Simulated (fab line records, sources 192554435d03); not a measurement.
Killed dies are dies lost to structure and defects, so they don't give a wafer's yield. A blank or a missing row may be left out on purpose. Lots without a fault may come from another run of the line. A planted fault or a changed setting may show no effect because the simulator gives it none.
fab line records | flow n5_finfet | part 1 of 2: steps 1 to 24 of 33
record lots=5 wafers=15 last_day=15
route steps=1938 shown BEOL_M5@1178 BEOL_M6@1194
lots that met no fault: from a run of the same line without faults
start_h: hours from the record's first day to the start of the lot's first wafer shown | wait_h: hours since the lot's step before | " the same as in the row above | L1.1+2: a row that stands for several wafers | - no value, or no start given | * or withheld: withheld | < > ~ a bound
route shown NAME@n: a module of which the file shows steps, and the number in the route of the first | usual: mean/standard deviation of fault-free wafers | same: alike in all rows | chamber/n: place in a boat | sites: the reading at each site | _std_site: their standard deviation | _edge_site: outer sites' mean less inner sites' | radius_mm: how far each site lies from the wafer's centre | mask NAME#n: copy n | behind: the tool/chamber that last shaped the wafer | hold: why the lot was held/for how many hours/how that ended | device: the transistor (n, p or np) that didn't switch | end of line: the same wafers' tests at the end of the route | a step without rows: its recipe alone | killed: dies lost to structure and defects at the first sort, not the wafer's yield | map: a wafer's dies, x killed, . not, _ none there
set.NAME: the setting as run; set.NAME@STEP: as run at that earlier step | model.NAME: the simulator's own value behind a step, which no gauge read
lots at some steps of the route; a table a step, a row a wafer
services: from which hour (start_h, from the record's first day; less than 0 if before it) a tool's chamber was out of use, for how many hours, and why
## steps
# step N5_BEOL_M5_ANNEAL_82
# recipe temp_c=400 time_s=1800 ambient=vacuum
# usual heater_power_w=816/74
# same time_s=1800
# columns lot.wafer tool chamber start_h wait_h heater_power_w
L074.2 pvd_sputter-02 - 196.32 0.0 786
L074.4 " - " " 750
L074.6 " - " " 779
L081.2 pvd_sputter-02 - 214.31 0.0 739
L081.3 " - " " 890
L081.6 " - " " 862
L082.1 pvd_sputter-01 - 226.24 0.0 815
L082.3 " - " " 668
L082.6 " - " " 853
L084.3 pvd_sputter-02 - 241.42 0.0 749
L084.5 " - " " 870
L084.6 " - " " 923
L091.1 pvd_sputter-03 - 275.10 0.0 925
L091.3 " - " " 670
L091.4 " - " " 846
# step N5_BEOL_M5_SPUTTER_83
# recipe material=Cu target_thk_a=150 temp_c=-20 chamber_pressure_pa=0.07 power_w=withheld time_s=27.62
# usual chuck_gas_flow_sccm=1.27/0.052 throttle_valve_pct=29.7/0.89
# same time_s=27.62
# columns lot.wafer tool chamber start_h wait_h chuck_gas_flow_sccm throttle_valve_pct
L074.2 pvd_sputter-02 - 197.45 0.6 1.18 28.7
L074.4 " - " " 1.30 30.8
L074.6 " - " " 1.35 30.9
L081.2 pvd_sputter-02 - 215.32 0.5 1.31 30.8
L081.3 " - " " 1.19 30.4
L081.6 " - " " 1.30 29.6
L082.1 pvd_sputter-01 - 227.25 0.5 1.32 29.4
L082.3 " - " " 1.24 29.6
L082.6 " - " " 1.25 29.4
L084.3 pvd_sputter-02 - 242.43 0.5 1.31 30.8
L084.5 " - " " 1.31 29.4
L084.6 " - " " 1.32 30.5
L091.1 pvd_sputter-03 - 276.11 0.5 1.19 30.4
L091.3 " - " " 1.23 28.9
L091.4 " - " " 1.27 30.3
# step N5_BEOL_M5_ANNEAL_84
# recipe temp_c=400 time_s=1800 ambient=vacuum
# usual heater_power_w=816/75
# same time_s=1800
# columns lot.wafer tool chamber start_h wait_h heater_power_w
L074.2 pvd_sputter-02 - 197.54 0.0 792
L074.4 " - " " 762
L074.6 " - " " 741
L081.2 pvd_sputter-02 - 215.40 0.0 760
L081.3 " - " " 936
L081.6 " - " " 855
L082.1 pvd_sputter-01 - 227.33 0.0 842
L082.3 " - " " 688
L082.6 " - " " 853
L084.3 pvd_sputter-02 - 242.51 0.0 740
L084.5 " - " " 846
L084.6 " - " " 927
L091.1 pvd_sputter-03 - 276.19 0.0 907
L091.3 " - " " 672
L091.4 " - " " 820
# step N5_BEOL_M5_SPUTTER_88
# recipe material=Cu target_thk_a=150 temp_c=-20 chamber_pressure_pa=0.07 power_w=withheld time_s=27.62
# usual chuck_gas_flow_sccm=1.28/0.059 throttle_valve_pct=29.7/0.88
# same time_s=27.62
# columns lot.wafer tool chamber start_h wait_h chuck_gas_flow_sccm throttle_valve_pct
L074.2 pvd_sputter-02 - 198.68 0.6 1.25 29.1
L074.4 " - " " 1.35 30.8
L074.6 " - " " 1.34 30.6
L081.2 pvd_sputter-02 - 216.40 0.5 1.38 30.7
L081.3 " - " " 1.28 30.6
L081.6 " - " " 1.33 29.5
L082.1 pvd_sputter-01 - 228.33 0.5 1.39 29.1
L082.3 " - " " 1.27 29.7
L082.6 " - " " 1.20 29.2
L084.3 pvd_sputter-02 - 243.52 0.5 1.30 30.9
L084.5 " - " " 1.36 29.6
L084.6 " - " " 1.26 30.5
L091.1 pvd_sputter-03 - 277.20 0.5 1.28 30.6
L091.3 " - " " 1.37 28.6
L091.4 " - " " 1.17 30.2
# step N5_BEOL_M5_ANNEAL_89
# recipe temp_c=400 time_s=1800 ambient=vacuum
# usual heater_power_w=816/74
# same time_s=1800
# columns lot.wafer tool chamber start_h wait_h heater_power_w
L074.2 pvd_sputter-02 - 198.76 0.0 765
L074.4 " - " " 754
L074.6 " - " " 753
L081.2 pvd_sputter-02 - 216.48 0.0 762
L081.3 " - " " 891
L081.6 " - " " 859
L082.1 pvd_sputter-01 - 228.41 0.0 833
L082.3 " - " " 682
L082.6 " - " " 825
L084.3 pvd_sputter-02 - 243.60 0.0 752
L084.5 " - " " 849
L084.6 " - " " 902
L091.1 pvd_sputter-03 - 277.28 0.0 872
L091.3 " - " " 668
L091.4 " - " " 830
# step N5_BEOL_M5_SPUTTER_90
# recipe material=Cu target_thk_a=45 temp_c=-20 chamber_pressure_pa=0.07 power_w=withheld time_s=8.29
# usual chuck_gas_flow_sccm=1.28/0.053 throttle_valve_pct=29.7/0.87
# same time_s=8.29
# columns lot.wafer tool chamber start_h wait_h chuck_gas_flow_sccm throttle_valve_pct
L074.2 pvd_sputter-02 - 199.76 0.5 1.30 29.0
L074.4 " - " " 1.33 30.7
L074.6 " - " " 1.35 30.5
L081.2 pvd_sputter-02 - 217.49 0.5 1.30 30.9
L081.3 " - " " 1.29 30.5
L081.6 " - " " 1.30 29.6
L082.1 pvd_sputter-01 - 229.42 0.5 1.37 29.4
L082.3 " - " " 1.30 29.6
L082.6 " - " " 1.37 29.3
L084.3 pvd_sputter-02 - 244.60 0.5 1.28 30.7
L084.5 " - " " 1.31 29.3
L084.6 " - " " 1.29 30.6
L091.1 pvd_sputter-03 - 278.28 0.5 1.25 30.3
L091.3 " - " " 1.26 28.9
L091.4 " - " " 1.30 30.3
# step N5_BEOL_M5_ECD_50
# recipe material=Cu target_thk_a=3000
# columns lot.wafer tool chamber start_h wait_h
L074.2+4+6 ecd_cu-02 1,0,0 199.88 0.1
L081.2+3+6 ecd_cu-02 1 217.61 0.1
L082.1+3+6 ecd_cu-02 0,1,0 229.54 0.1
L084.3+5+6 ecd_cu-02 1,0,1 244.74 0.1
L091.1+3+4 ecd_cu-02 0,1,0 278.40 0.1
# step N5_BEOL_M5_ANNEAL_51
# recipe temp_c=225 time_s=90 ambient=N2
# usual wafer_temp_C_max=225.9/0.42
# same time_s=90
# columns lot.wafer tool chamber start_h wait_h wafer_temp_C_max
L074.2 rtp_anneal-02 0 200.45 0.6 225.8
L074.4 " 0 " " 225.6
L074.6 " 0 " " 225.5
L081.2 rtp_anneal-02 0 217.84 0.2 225.8
L081.3 " 0 " " 225.4
L081.6 " 0 " " 225.6
L082.1 rtp_anneal-02 0 229.62 0.1 225.7
L082.3 " 0 " " 225.9
L082.6 " 0 " " 225.4
L084.3 rtp_anneal-02 0 244.90 0.1 225.6
L084.5 " 0 " " 225.5
L084.6 " 0 " " 226.1
L091.1 rtp_anneal-01 0 278.63 0.2 226.3
L091.3 " 0 " " 226.2
L091.4 " 0 " " 226.1
# step N5_BEOL_M5_CMP_52
# recipe stop_on=SiCOH_lowk t_overpolish_s=6.9 down_force_psi=1 platen_rpm=50 clearing_platen_down_force_psi=1.5 clearing_platen_rpm=50 post_cmp_clean=cu_alkaline target_thk_nm=62 clearing_platen_pad_velocity_m_s=0.99484 pad_velocity_m_s=0.99484
# usual barrier_field_endpoint_s=25.2/0.89 motor_current_A=6.1/0.52 overpolish_run_s=6.900/0.0096 time_to_endpoint_s=65/4.9
# columns lot.wafer tool chamber start_h wait_h barrier_field_endpoint_s motor_current_A overpolish_run_s time_to_endpoint_s
L074.2 cmp-01 1 200.76 0.3 25.0 5.8 6.896 65
L074.4 " 2 " " 25.0 6.4 6.898 60
L074.6 " 1 " " 24.8 5.9 6.903 67
L081.2 cmp-02 1 218.09 0.2 25.6 6.3 6.898 62
L081.3 " 0 " " 26.4 6.0 6.910 71
L081.6 " 1 " " 25.2 6.8 6.916 63
L082.3 cmp-01 0 229.96 0.2 24.4 6.3 6.901 59
L082.1 " 1 " " 25.7 5.9 6.906 72
L082.6 " 3 " " 27.9 6.5 6.896 76
L084.3 cmp-01 0 245.14 0.2 24.0 6.4 6.894 58
L084.5 " 3 " " 26.5 6.1 6.887 71
L084.6 " 0 " " 23.7 6.5 6.914 58
L091.1 cmp-02 2 278.93 0.3 25.1 5.7 6.904 61
L091.4 " 3 " " 25.9 5.7 6.913 65
L091.3 " 1 " " 24.4 6.6 6.909 61
# step N5_BEOL_M5_THK_MEAS_53
# recipe thk_meas_gauge=xrf reads=Cu_of_BEOL_M5_ECD_50
# usual M5_THK=63.1/2.6
# columns lot.wafer tool chamber start_h wait_h M5_THK[nm]
L074.2 film_metro-02 - 201.01 - 65.1
L074.4 " - " " 57.4
L074.6 " - " " 61.7
L081.2 film_metro-02 - 218.38 - 63.5
L081.3 " - " " 64.6
L081.6 " - " " 62.1
L082.1 film_metro-01 - 230.21 - 67.7
L082.3 " - " " 58.3
L082.6 " - " " 62.6
L084.3 film_metro-02 - 245.40 - 60.1
L084.5 " - " " 68.1
L084.6 " - " " 61.2
L091.1 film_metro-02 - 279.23 - 59.6
L091.3 " - " " 58.8
L091.4 " - " " 66.0
# step N5_BEOL_M5_PRE_CLEAN_77
# recipe gas=NH3/H2 time_s=15 temp_c=* rf_power_w=300
# usual heater_power_w=85/7.1
# same time_s=15
# columns lot.wafer tool chamber start_h wait_h heater_power_w
L074.2 cvd_co-01 1 201.05 0.0 88
L074.4 " 0 " " 93
L074.6 " 2 " " 89
L081.2 cvd_co-02 1 218.42 0.0 84
L081.3 " 2 " " 72
L081.6 " 2 " " 71
L082.1 cvd_co-01 0 230.26 0.0 92
L082.3 " 2 " " 90
L082.6 " 1 " " 88
L084.3 cvd_co-01 0 245.43 0.0 93
L084.5 " 0 " " 92
L084.6 " 2 " " 90
L091.1 cvd_co-02 1 279.26 0.0 81
L091.3 " 0 " " 87
L091.4 " 0 " " 85
# step N5_BEOL_M5_CO_CAP_78
# recipe material=Co target_thk_a=20 temp_c=200 precursor=CCTBA/H2 pressure_torr=30 time_s=102.1
# usual heater_power_w=236/9.1
# same time_s=102.1
# columns lot.wafer tool chamber start_h wait_h heater_power_w
L074.2 cvd_co-01 1 201.09 0.0 240
L074.4 " 0 " " 240
L074.6 " 2 " " 239
L081.2 cvd_co-02 1 218.46 0.0 230
L081.3 " 2 " " 221
L081.6 " 2 " " 222
L082.1 cvd_co-01 0 230.30 0.0 240
L082.3 " 2 " " 243
L082.6 " 1 " " 247
L084.3 cvd_co-01 0 245.47 0.0 244
L084.5 " 0 " " 249
L084.6 " 2 " " 242
L091.1 cvd_co-02 1 279.30 0.0 236
L091.3 " 0 " " 243
L091.4 " 0 " " 234
# step N5_BEOL_M5_PRE_CLEAN_55
# recipe gas=NH3 time_s=15 temp_c=withheld rf_power_w=300
# same time_s=15
# columns lot.wafer tool chamber start_h wait_h
L074.2+4+6 pecvd-03 1,2,1 201.18 0.1
L081.2+3+6 pecvd-03 2,1,2 218.55 0.1
L082.1+3+6 pecvd-02 2,0,1 230.39 0.1
L084.3+5+6 pecvd-03 1,0,1 245.58 0.1
L091.1+3+4 pecvd-01 0,2,1 279.39 0.1
# step N5_BEOL_M5_DEP_56
# recipe material=SiCN target_thk_a=80 temp_c=withheld precursor=3MS/NH3 pressure_torr=3 rf_w=202 time_s=14
# usual showerhead_plenum_p_Torr=3.674/0.0099 throttle_valve_pct=9.0/0.4
# same time_s=14
# columns lot.wafer tool chamber start_h wait_h showerhead_plenum_p_Torr throttle_valve_pct
L074.2 pecvd-03 1 201.21 0.0 3.679 9.5
L074.4 " 2 " " 3.679 8.7
L074.6 " 1 " " 3.667 9.2
L081.2 pecvd-03 2 218.58 0.0 3.674 8.7
L081.3 " 1 " " 3.666 9.0
L081.6 " 2 " " 3.669 8.8
L082.1 pecvd-02 2 230.41 0.0 3.683 8.5
L082.3 " 0 " " 3.683 8.4
L082.6 " 1 " " 3.665 9.7
L084.3 pecvd-03 1 245.62 0.0 3.675 9.3
L084.5 " 0 " " 3.685 9.3
L084.6 " 1 " " 3.666 9.3
L091.1 pecvd-01 0 279.42 0.0 3.670 9.1
L091.3 " 2 " " 3.679 8.7
L091.4 " 1 " " 3.659 8.7
# step N5_BEOL_M5_RS_MEAS_57
# recipe thk_meas_gauge=four-point-probe reads=Co_of_BEOL_M5_CO_CAP_78+Cu_of_BEOL_M5_ECD_50+Co_of_BEOL_M5_CVD_47+TaN_of_BEOL_M5_ALD_86
# usual M5_RS=0.389/0.019
# columns lot.wafer tool chamber start_h wait_h M5_RS[ohm/sq]
L074.2 film_metro-01 - 201.27 0.1 0.369
L074.4 " - " " 0.429
L074.6 " - " " 0.395
L081.2 film_metro-02 - 218.64 0.1 0.388
L081.3 " - " " 0.379
L081.6 " - " " 0.395
L082.1 film_metro-02 - 230.48 0.0 0.358
L082.3 " - " " 0.429
L082.6 " - " " 0.394
L084.3 film_metro-02 - 245.69 0.1 0.410
L084.5 " - " " 0.350
L084.6 " - " " 0.402
L091.1 film_metro-02 - 279.49 0.0 0.413
L091.3 " - " " 0.419
L091.4 " - " " 0.367
# step N5_BEOL_M5_INSPECT_58
# recipe inspect_instrument=darkfield mode=post_dep
# usual raw_defect_count=74/23
# columns lot.wafer tool chamber start_h wait_h raw_defect_count
L074.2 defect_inspect-02 - 201.30 0.0 128
L074.4 " - " " 66
L074.6 " - " " 95
L081.2 defect_inspect-01 - 218.67 0.0 46
L081.3 " - " " 67
L081.6 " - " " 70
L082.1 defect_inspect-02 - 230.51 0.0 56
L082.3 " - " " 45
L082.6 " - " " 67
L084.3 defect_inspect-02 - 245.71 0.0 70
L084.5 " - " " 72
L084.6 " - " " 140
L091.1 defect_inspect-02 - 279.51 0.0 66
L091.3 " - " " 97
L091.4 " - " " 99
# step N5_BEOL_M6_ILD_DEP_00
# recipe material=SiCOH_lowk target_thk_a=1797.5 temp_c=300 precursor=DEMS/porogen pressure_torr=5 rf_w=500 time_s=33.4
# usual heater_power_w=314/70 showerhead_plenum_p_Torr=5.738/0.019 throttle_valve_pct=14.0/0.76
# same time_s=33.4
# columns lot.wafer tool chamber start_h wait_h heater_power_w showerhead_plenum_p_Torr throttle_valve_pct
L074.2 pecvd-02 1 201.34 0.0 329 5.747 14.6
L074.4 " 0 " " 314 5.763 12.9
L074.6 " 1 " " 256 5.760 14.6
L081.2 pecvd-02 0 218.71 0.0 261 5.765 13.1
L081.3 " 2 " " 275 5.764 13.5
L081.6 " 0 " " 265 5.774 12.9
L082.1 pecvd-04 0 230.54 0.0 439 5.708 13.8
L082.3 " 1 " " 256 5.696 14.3
L082.6 " 2 " " 323 5.741 15.5
L084.3 pecvd-02 2 245.75 0.0 244 5.783 13.5
L084.5 " 1 " " 275 5.737 14.5
L084.6 " 0 " " 325 5.762 13.0
L091.1 pecvd-04 1 279.55 0.0 232 5.705 14.1
L091.3 " 2 " " 347 5.725 15.3
L091.4 " 2 " " 272 5.721 15.3
# step N5_BEOL_M6_CURE_74
# recipe temp_c=385 time_s=240 ambient=He/Ar material=SiCOH_lowk
# usual lamp_power_pct=52.30/0.057 wafer_temp_C_max=387.0/0.54
# same time_s=240
# columns lot.wafer tool chamber start_h wait_h lamp_power_pct wafer_temp_C_max
L074.2 uv_cure-01 1 201.56 0.2 52.28 387.4
L074.4 " 1 " " 52.33 387.2
L074.6 " 1 " " 52.32 386.8
L081.2 uv_cure-01 0 218.93 0.2 52.25 387.0
L081.3 " 0 " " 52.28 386.9
L081.6 " 0 " " 52.33 386.7
L082.1 uv_cure-03 0 230.61 0.0 52.26 386.6
L082.3 " 0 " " 52.30 385.9
L082.6 " 0 " " 52.27 385.8
L084.3 uv_cure-03 1 245.97 0.2 52.30 386.7
L084.5 " 1 " " 52.33 388.0
L084.6 " 1 " " 52.33 387.5
L091.1 uv_cure-02 1 279.61 0.0 52.29 386.5
L091.3 " 1 " " 52.32 386.9
L091.4 " 1 " " 52.24 386.5
# step N5_BEOL_M6_THK_MEAS_01
# recipe reads=SiCOH_lowk_of_BEOL_M6_ILD_DEP_00
# usual M6_ILD_THK=155.7/2.2
# columns lot.wafer tool chamber start_h wait_h M6_ILD_THK[nm]
L074.2 film_metro-02 - 202.39 0.7 156.6
L074.4 " - " " 157.0
L074.6 " - " " 158.3
L081.2 film_metro-01 - 219.76 0.7 153.9
L081.3 " - " " 155.7
L081.6 " - " " 154.9
L082.1 film_metro-01 - 231.12 0.4 157.9
L082.3 " - " " 155.6
L082.6 " - " " 159.1
L084.3 film_metro-01 - 246.33 0.3 152.9
L084.5 " - " " 156.4
L084.6 " - " " 153.3
L091.1 film_metro-02 - 280.13 0.4 156.1
L091.3 " - " " 154.6
L091.4 " - " " 158.9
# step N5_BEOL_M6_PECVD_70
# recipe material=SiO2 target_thk_a=200 temp_c=400 precursor=TEOS/O2 pressure_torr=5.5 rf_w=450 teos_flow_sccm=53.8 gas=O2 flow_sccm=3000 time_s=22.7
# usual heater_power_w=723/110 showerhead_plenum_p_Torr=8.78/0.075 throttle_valve_pct=22.5/1.2
# same time_s=22.7
# columns lot.wafer tool chamber start_h wait_h heater_power_w showerhead_plenum_p_Torr throttle_valve_pct
L074.2 pecvd-01 1 202.43 0.0 708 8.76 21.6
L074.4 " 0 " " 715 8.80 22.1
L074.6 " 2 " " 551 8.86 21.2
L081.2 pecvd-01 0 219.80 0.0 710 8.80 21.9
L081.3 " 1 " " 658 8.76 21.8
L081.6 " 1 " " 680 8.80 21.7
L082.1 pecvd-01 2 231.16 0.0 682 8.88 21.1
L082.3 " 1 " " 736 8.76 21.5
L082.6 " 1 " " 721 8.77 21.8
L084.3 pecvd-02 1 246.36 0.0 723 8.77 23.5
L084.5 " 1 " " 708 8.79 23.5
L084.6 " 2 " " 587 8.87 21.8
L091.1 pecvd-04 0 280.16 0.0 1043 8.75 22.3
L091.3 " 1 " " 568 8.63 23.5
L091.4 " 1 " " 585 8.64 23.3
# step N5_BEOL_M6_HM_DEP_02
# recipe material=TiN target_thk_a=200 temp_c=25 chamber_pressure_pa=0.49996
# usual throttle_valve_pct=29.5/0.86
# columns lot.wafer tool chamber start_h wait_h throttle_valve_pct
L074.2 pvd_sputter-02 - 203.16 0.7 30.4
L074.4 " - " " 29.2
L074.6 " - " " 29.0
L081.2 pvd_sputter-01 - 220.64 0.8 29.7
L081.3 " - " " 27.6
L081.6 " - " " 29.8
L082.1 pvd_sputter-01 - 233.16 2.0 30.0
L082.3 " - " " 27.4
L082.6 " - " " 27.7
L084.3 pvd_sputter-03 - 247.72 1.3 30.2
L084.5 " - " " 28.9
L084.6 " - " " 30.3
L091.1 pvd_sputter-03 - 280.22 0.0 30.6
L091.3 " - " " 30.1
L091.4 " - " " 29.6
# step N5_BEOL_M6_COAT_59
# recipe resist=SOC temp_c=250 time_s=60 spin_rpm=1500 resist_thk_nm=100
# usual exhaust_pa=44.8/0.81
# same time_s=60
# columns lot.wafer tool chamber start_h wait_h exhaust_pa
L074.2 litho_track-04 0 203.30 0.1 45.2
L074.4 " 0 " " 44.5
L074.6 " 0 " " 45.5
L081.2 litho_track-03 0 220.77 0.1 44.6
L081.3 " 0 " " 44.4
L081.6 " 0 " " 44.0
L082.1 litho_track-05 0 233.29 0.1 46.3
L082.3 " 0 " " 45.2
L082.6 " 0 " " 44.9
L084.3 litho_track-05 0 247.85 0.1 44.1
L084.5 " 0 " " 45.0
L084.6 " 0 " " 45.1
L091.1 litho_track-03 0 280.35 0.1 43.8
L091.3 " 0 " " 44.3
L091.4 " 0 " " 45.6
# step N5_BEOL_M6_COAT_60
# recipe resist=SiARC temp_c=220 time_s=60 spin_rpm=1500 resist_thk_nm=35
# usual exhaust_pa=45.2/0.92
# same time_s=60
# columns lot.wafer tool chamber start_h wait_h exhaust_pa
L074.2 litho_track-04 0 - - 45.1
L074.4 " 0 " " 45.7
L074.6 " 0 " " 44.4
L081.2 litho_track-03 0 - - 45.9
L081.3 " 0 " " 46.0
L081.6 " 0 " " 46.5
L082.1 litho_track-05 0 - - 46.1
L082.3 " 0 " " 46.6
L082.6 " 0 " " 46.4
L084.3 litho_track-05 0 - - 44.3
L084.5 " 0 " " 46.6
L084.6 " 0 " " 44.8
L091.1 litho_track-03 0 - - 44.6
L091.3 " 0 " " 45.5
L091.4 " 0 " " 45.8
# step N5_BEOL_M6_COAT_05
# recipe resist=CAR-ArF spin_rpm=1500 resist_thk_nm=90
# usual exhaust_pa=44.8/0.83
# columns lot.wafer tool chamber start_h wait_h exhaust_pa
L074.2 litho_track-04 0 - - 44.4
L074.4 " 0 " " 45.0
L074.6 " 0 " " 44.4
L081.2 litho_track-03 0 - - 45.6
L081.3 " 0 " " 45.0
L081.6 " 0 " " 44.9
L082.1 litho_track-05 0 - - 44.2
L082.3 " 0 " " 44.1
L082.6 " 0 " " 44.9
L084.3 litho_track-05 0 - - 43.9
L084.5 " 0 " " 44.1
L084.6 " 0 " " 45.8
L091.1 litho_track-03 0 - - 46.4
L091.3 " 0 " " 45.6
L091.4 " 0 " " 45.6
